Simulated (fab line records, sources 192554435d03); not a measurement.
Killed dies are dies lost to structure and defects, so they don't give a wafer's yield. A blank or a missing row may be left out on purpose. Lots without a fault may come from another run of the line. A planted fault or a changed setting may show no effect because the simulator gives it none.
Chamber matching | flow n5_finfet | N5_GATE_CUT_SAC_CAP_01 on ald_sin-01: 4 sister chambers
The step material SiNx, target thk 24 nm, pulse time 1 s, ald cycles 480. 8 wafers are shown with their chamber, then 10 later ones without.

WAFERS WITH THEIR CHAMBER
wafer  | chamber | heater_power_w (W) | precursor_pulse_height_rel
L081.4 | 0       | 936                | 1.009
L082.4 | 0       | 919                | 1.028
L084.3 | 1       | 787                | 0.990
L090.3 | 1       | 784                | 1.000
L092.1 | 3       | 799                | 1.044
L092.5 | 3       | 823                | 1.023
L093.3 | 2       | 789                | 0.981
L093.5 | 2       | 768                | 0.985

WAFERS WITHOUT THEIR CHAMBER
wafer  | heater_power_w (W) | precursor_pulse_height_rel
L093.6 | 824                | 0.978
L094.2 | 769                | 0.986
L094.3 | 828                | 1.014
L094.6 | 811                | 1.033
L096.4 | 824                | 1.014
L096.5 | 812                | 0.997
L096.6 | 785                | 1.002
L097.2 | 791                | 1.017
L097.3 | 810                | 1.016
L097.6 | 821                | 0.979

WHICH CHAMBER EACH WENT THROUGH
wafer  | from the rows above          | in truth
L093.6 | can't be placed: 1 or 2 or 3 | 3
L094.2 | can't be placed: 2 or 1      | 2
L094.3 | can't be placed: 3 or 1      | 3
L094.6 | 3                            | 3
L096.4 | can't be placed: 3 or 1      | 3
L096.5 | can't be placed: 1 or 2 or 3 | 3
L096.6 | can't be placed: 1 or 2      | 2
L097.2 | can't be placed: 1 or 3 or 2 | 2
L097.3 | can't be placed: 3 or 1      | 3
L097.6 | can't be placed: 1 or 2      | 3
Placed correctly: 1 of 10. Can't be placed from these rows: 9 (the true chamber is among the candidates in 8). Placed wrongly: 0.
How it was worked out, from the rows above alone: a wafer's distance from a chamber is the root of the sum, over the readings, of the square of ((its reading less the chamber's mean) divided by the reading's scatter). The wafer belongs to the nearest chamber; if the next one is less than 2 further off, it can't be placed. A chamber's mean is the mean of its shown wafers. The scatter: the root of (the sum of the squares of (reading less its chamber's mean) over the shown wafers, divided by (wafers less chambers)).
